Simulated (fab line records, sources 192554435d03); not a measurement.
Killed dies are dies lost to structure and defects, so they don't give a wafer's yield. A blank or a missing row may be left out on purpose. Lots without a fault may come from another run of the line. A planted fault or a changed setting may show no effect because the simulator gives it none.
Split-lot experiment | flow n5_finfet | 7 lots, 39 wafers read, on a route of 1938 steps

THE SPLIT
At N5_BEOL_M4_ILD_DEP_00 (deposits SiOC from DEMS/O2, target thk 79 nm, time 15.3 s), the setting target_thk_a was moved away from the recipe's 790 angstrom on 9 of the 39 wafers read, by -43.9% to +50.5%. The other wafers ran this setting at the recipe's value.

The file shows no step between the split and the reading.

THE READING
M4_ILD_THK, in nm, at N5_BEOL_M4_THK_MEAS_01. Fault-free wafers of this fab line usually give 79.2 nm, standard deviation 1 nm.

wafer  | tool, chamber at the split | target_thk_a as run, angstrom | against the recipe | M4_ILD_THK, nm | against lot-mates on the recipe
L076.1 | pecvd-01, 2                | 790                           | recipe             | 78.1           | -
L076.2 | pecvd-01, 1                | 790                           | recipe             | 78.8           | -
L076.3 | pecvd-01, 0                | 790                           | recipe             | 78.5           | -
L076.4 | pecvd-01, 0                | 790                           | recipe             | 80.6           | -
L076.5 | pecvd-01, 1                | 790                           | recipe             | 80.4           | -
L076.6 | pecvd-01, 2                | 790                           | recipe             | 79.8           | -
L083.1 | pecvd-03, 1                | 790                           | recipe             | 77.9           | -
L083.2 | pecvd-03, 0                | 790                           | recipe             | 78.7           | -
L083.6 | pecvd-03, 1                | 790                           | recipe             | 79.9           | -
L086.1 | pecvd-04, 0                | 1039                          | +31.5%             | 104.3          | +24.5
L086.2 | pecvd-04, 2                | 1039                          | +31.5%             | 103.4          | +23.6
L086.3 | pecvd-04, 1                | 1039                          | +31.5%             | 102.6          | +22.8
L086.4 | pecvd-04, 0,2              | 790                           | recipe             | 80.1           | -
L086.5 | pecvd-04, 0,2              | 790                           | recipe             | 80.2           | -
L086.6 | pecvd-04, 1                | 790                           | recipe             | 79.1           | -
L087.1 | pecvd-04, 0                | 790                           | recipe             | 78.9           | -
L087.2 | pecvd-04, 1                | 790                           | recipe             | 76.8           | -
L087.3 | pecvd-04, 2                | 790                           | recipe             | 80.0           | -
L087.4 | pecvd-04, 1                | 790                           | recipe             | 79.0           | -
L087.5 | pecvd-04, 2                | 790                           | recipe             | 79.8           | -
L087.6 | pecvd-04, 0                | 790                           | recipe             | 79.5           | -
L090.1 | pecvd-01, 0                | 1189                          | +50.5%             | 116.9          | +37.9
L090.2 | pecvd-01, 2                | 1189                          | +50.5%             | 117.6          | +38.6
L090.3 | pecvd-01, 1                | 1189                          | +50.5%             | 117.1          | +38.1
L090.4 | pecvd-01, 1                | 790                           | recipe             | 78.9           | -
L090.5 | pecvd-01, 0                | 790                           | recipe             | 79.3           | -
L090.6 | pecvd-01, 2                | 790                           | recipe             | 78.8           | -
L089.1 | pecvd-03, 1                | 443.2                         | -43.9%             | 44.3           | -34.5
L089.2 | pecvd-03, 0                | 790                           | recipe             | 77.2           | -
L089.3 | pecvd-03, 2                | 443.2                         | -43.9%             | 44.2           | -34.6
L089.4 | pecvd-03, 2                | 790                           | recipe             | 79.9           | -
L089.5 | pecvd-03, 0                | 443.2                         | -43.9%             | 44.9           | -33.9
L089.6 | pecvd-03, 1                | 790                           | recipe             | 79.4           | -
L096.1 | pecvd-04, 0                | 790                           | recipe             | 79.5           | -
L096.2 | pecvd-04, 1                | 790                           | recipe             | 78.5           | -
L096.3 | pecvd-04, 2                | 790                           | recipe             | 81.2           | -
L096.4 | pecvd-04, 0                | 790                           | recipe             | 80.1           | -
L096.5 | pecvd-04, 2                | 790                           | recipe             | 82.2           | -
L096.6 | pecvd-04, 1                | 790                           | recipe             | 80.1           | -
Where a row lists several chambers, the file gives one row for several wafers and doesn't say which wafer went through which chamber.

THE FIT
A straight line over all 39 wafers: M4_ILD_THK changes by +0.769 nm for each +1% of target_thk_a; r = +1.00; the points scatter about the line by 1.1 nm.
The same after taking each lot's own level away (the mean of its wafers on the recipe; 39 wafers): +0.765 nm for each +1%; r = +1.00; scatter 0.93 nm.
On that fit, the largest move of target_thk_a shifts the reading by 39 nm.
The lots' own levels span 78.83 to 80.27 nm, that is 1.4 times the standard deviation above.
So the lot-to-lot level changes the slope little: the two slopes agree.
Check: with one of the wafers moved furthest among these (+50.5%) left out of the fit, the line predicts +38.7 nm for it against its lot-mates. It came out at +37.9 nm against them.

OTHER SPLITS ON THESE WAFERS
These wafers also went through other splits before the reading. Each is held against what the fit with the lots' levels taken away leaves over:
other split on the same wafers              | wafers away from the commonest value | r with M4_ILD_THK (lot level and that fit taken away)
N5_BEOL_M0_SAQP_SPACER2_ALD_26 target_thk_a | 18                                   | +0.06
N5_BEOL_M0_ETCH_128 time_s                  | 12                                   | +0.14
N5_BEOL_M3_ETCH_41 target_depth_a           | 18                                   | -0.24

THE WHOLE CHAIN: every reading that the file lists as answering this split, in the file's order
step                   | what it does                                              | reading                                                                            | change (the file's fit)               | r (the file's)
N5_BEOL_M4_ILD_DEP_00  | deposits SiOC from DEMS/O2, target thk 79 nm, time 15.3 s | SiOC_of_BEOL_M4_ILD_DEP_00.thk_nm (the simulator's own value, which no gauge read) | +0.766 nm for each +1% of the setting | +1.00
N5_BEOL_M4_THK_MEAS_01 |                                                           | M4_ILD_THK                                                                         | +0.764 for each +1% of the setting    | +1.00

THE FILE'S OWN FIT
M4_ILD_THK changes by +0.764 nm for each +1% of target_thk_a, r = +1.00.
